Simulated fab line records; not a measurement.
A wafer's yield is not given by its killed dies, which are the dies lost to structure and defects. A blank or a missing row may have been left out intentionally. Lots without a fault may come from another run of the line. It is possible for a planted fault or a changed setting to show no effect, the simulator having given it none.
Which of the tools did it? ; flow n5-finfet ; 30 wafers from 10 lots sampled at 5 of the route's 1938 steps

WHAT THE GAUGES SHOWED, per wafer
N5_BEOL_M4_RC_MEAS_101.
lot;measured;on;DIBL_N (mV/V);DIBL_P (mV/V);IOFF_N (nA/um);IOFF_P (nA/um);ION_N (uA/um);ION_P (uA/um);SS_N (mV/dec);SS_P (mV/dec);VT_N (mV);VT_P (mV)
L414;day 10 15:55;prober-01;35.5 35.7 34.7;36.4 36.0 34.5;0.16 0.15 0.13;0.22 0.21 0.18;679 668 663;465 457 451;71.4 71.8 71.7;73.5 72.9 73.5;248 251 253;-251 -248 -250
L413;day 10 16:30;prober-02;36.3 35.1 37.4;35.5 33.6 36.4;0.15 0.13 0.18;0.19 0.17 0.21;674 667 694;463 462 471;70.6 70.5 71.2;73.7 73.0 72.5;251 250 246;-251 -252 -254
L425;day 13 20:44;prober-01;38.0 33.7 34.7;37.5 32.2 33.5;0.20 0.12 0.13;0.26 0.17 0.18;699 654 674;471 452 461;72.3 70.6 71.4;74.3 72.7 74.0;246 253 251;-244 -250 -251
L427;day 14 05:22;prober-02;34.3 34.8 33.7;32.5 33.8 31.3;0.10 0.12 0.09;0.13 0.14 0.12;642 676 651;435 460 442;70.7 71.0 70.2;72.8 73.8 71.9;257 253 258;-258 -256 -259
L428;day 14 09:46;prober-01;34.4 35.5 38.4;34.3 36.6 40.4;0.15 0.17 0.24;0.21 0.25 0.32;678 699 690;465 479 468;71.0 72.3 72.9;72.0 73.0 74.0;246 247 243;-247 -246 -243
L429;day 15 14:51;prober-02;35.6 34.9 36.8;35.1 34.2 35.7;0.12 0.12 0.14;0.18 0.17 0.19;648 672 667;450 464 461;71.4 70.7 70.9;73.4 73.2 72.4;255 254 252;-253 -251 -253
L430;day 15 18:29;prober-02;35.4 34.7 40.7;36.1 35.6 41.8;0.13 0.13 0.24;0.16 0.16 0.26;665 662 697;456 456 463;71.8 71.1 73.0;72.6 73.2 74.2;254 252 245;-253 -256 -247

TOOL THAT RAN EACH LOT (tool first, then ch and the chambers of the sampled wafers, then the start)
lot;N5_BEOL_M3_SPUTTER_90;N5_BEOL_M3_SPUTTER_92;N5_BEOL_M3_CO_CAP_55;N5_BEOL_M3_DEP_57
L414;pvd-sputter-01, day 9 15:59;pvd-sputter-01, day 9 16:12;cvd-co-02 ch 0,2, day 9 17:31;pecvd-04 ch 1,2, day 9 17:38
L413;pvd-sputter-01, day 9 18:24;pvd-sputter-01, day 9 18:37;cvd-co-01 ch 0,1,2, day 9 19:55;pecvd-01 ch 0,1, day 9 20:04
L418;pvd-sputter-02, day 12 05:05;pvd-sputter-02, day 12 05:19;cvd-co-01 ch 0, day 12 07:06;pecvd-01 ch 1,2, day 12 07:15
L419;pvd-sputter-02, day 12 08:17;pvd-sputter-02, day 12 08:30;cvd-co-01 ch 1,2, day 12 09:53;pecvd-04 ch 0,1,2, day 12 10:01
L421;pvd-sputter-02, day 12 12:07;pvd-sputter-02, day 12 12:20;cvd-co-01 ch 0,1, day 12 13:46;pecvd-01 ch 0,2, day 12 13:53
L425;pvd-sputter-01, day 12 18:16;pvd-sputter-01, day 12 18:29;cvd-co-01 ch 0,1,2, day 12 19:47;pecvd-01 ch 0,1,2, day 12 19:55
L427;pvd-sputter-03, day 13 02:13;pvd-sputter-03, day 13 02:26;cvd-co-02 ch 0,1, day 13 03:44;pecvd-03 ch 0,1, day 13 03:51
L428;pvd-sputter-02, day 13 06:22;pvd-sputter-02, day 13 06:35;cvd-co-01 ch 1,2, day 13 07:53;pecvd-04 ch 0,2, day 13 08:00
L429;pvd-sputter-02, day 13 18:28;pvd-sputter-02, day 13 18:41;cvd-co-02 ch 0,1,2, day 13 19:59;pecvd-04 ch 0,1,2, day 13 20:07
L430;pvd-sputter-02, day 13 23:51;pvd-sputter-02, day 14 00:04;cvd-co-02 ch 1,2, day 14 01:22;pecvd-04 ch 0,2, day 14 01:29
- N5_BEOL_M3_SPUTTER_90: material Cu, target thk 4.5 nm, time 8.29 s.
- N5_BEOL_M3_SPUTTER_92: material Cu, target thk 4.5 nm, time 8.29 s.
- N5_BEOL_M3_CO_CAP_55: material Co, precursor CCTBA/H2, target thk 2 nm, time 102.1 s.
- N5_BEOL_M3_DEP_57: deposits SiCN from 3MS/NH3, target thk 8 nm, time 14 s.

WHAT THE TOOLS THEMSELVES READ (means of the sampled wafers that have a number; where no wafer has one, the mark that the record gives instead)
N5_BEOL_M3_SPUTTER_90.
lot;tool;susceptor-temp-C (C);throttle-valve-pct (%)
L414;pvd-sputter-01;-19.95;30.0
L413;pvd-sputter-01;-19.99;29.5
L418;pvd-sputter-02;-19.96;28.8
L419;pvd-sputter-02;-19.92;29.4
L421;pvd-sputter-02;-20.17;29.1
L425;pvd-sputter-01;-20.01;28.8
L427;pvd-sputter-03;-19.95;29.7
L428;pvd-sputter-02;-20.09;29.3
L429;pvd-sputter-02;-20.03;29.2
L430;pvd-sputter-02;-19.86;29.2

N5_BEOL_M3_SPUTTER_92.
lot;tool;susceptor-temp-C (C);throttle-valve-pct (%)
L414;pvd-sputter-01;-19.92;29.8
L413;pvd-sputter-01;-19.90;29.6
L418;pvd-sputter-02;-19.97;29.1
L419;pvd-sputter-02;-20.04;29.4
L421;pvd-sputter-02;-19.97;29.2
L425;pvd-sputter-01;-20.06;29.1
L427;pvd-sputter-03;-19.98;29.6
L428;pvd-sputter-02;-20.02;29.2
L429;pvd-sputter-02;-20.02;29.3
L430;pvd-sputter-02;-20.10;29.3

N5_BEOL_M3_CO_CAP_55.
lot;tool;heater-power-w (W);susceptor-temp-C (C)
L414;cvd-co-02;253;200.02
L413;cvd-co-01;257;199.90
L418;cvd-co-01;252;199.87
L419;cvd-co-01;260;199.99
L421;cvd-co-01;263;199.81
L425;cvd-co-01;259;199.94
L427;cvd-co-02;271;199.95
L428;cvd-co-01;263;199.95
L429;cvd-co-02;259;200.00
L430;cvd-co-02;252;199.89

N5_BEOL_M3_DEP_57.
lot;tool;chamber-pressure-Torr (Torr);rf-fwd-power-W (W);showerhead-plenum-p-Torr (Torr);throttle-valve-pct (%)
L414;pecvd-04;3.002;199.7;3.669;8.6
L413;pecvd-01;2.992;199.7;3.651;9.2
L418;pecvd-01;-;-;-;-
L419;pecvd-04;-;-;-;-
L421;pecvd-01;-;-;-;-
L425;pecvd-01;2.996;199.3;3.654;8.9
L427;pecvd-03;2.998;200.0;3.662;9.2
L428;pecvd-04;2.999;199.7;3.661;9.2
L429;pecvd-04;2.995;199.2;3.665;8.8
L430;pecvd-04;3.000;199.4;3.659;9.4

THE ANSWER, worked out from the rows above alone
Rule: usual is defined by the lots themselves. Put in order of their means at a reading, lots are off if they are a third of the lots or fewer, leave a main group of 4 or more, and stand apart from it by a gap of 3 or more times the standard deviation of the main group's means; of several such gaps the widest counts. A main group whose means are all the same, to the digits that the tables above print for the reading, isn't used. A lot without any number at a reading at which 4 lots or more have one is off too. Where the step has rows for the other lots, those lots are counted as sound. After the gauges, taken in route order, come the tools' own readings; for these a lot's mean is taken, as printed above. At the first step where some lot is off, the reading lying furthest off is the one used; lots without a number count as furthest.
Off: L418, L419, L421, at N5_BEOL_M3_DEP_57 (chamber-pressure-Torr). Without a number there: L418, L419, L421. Main group: mean 2.997 Torr, sd 0.0031.
A tool fits if, at that step or a process step before it, it ran every lot that is off, and no sound lot after the first of them. None of those tried fits.

WHAT THE SIMULATOR HAD PUT IN
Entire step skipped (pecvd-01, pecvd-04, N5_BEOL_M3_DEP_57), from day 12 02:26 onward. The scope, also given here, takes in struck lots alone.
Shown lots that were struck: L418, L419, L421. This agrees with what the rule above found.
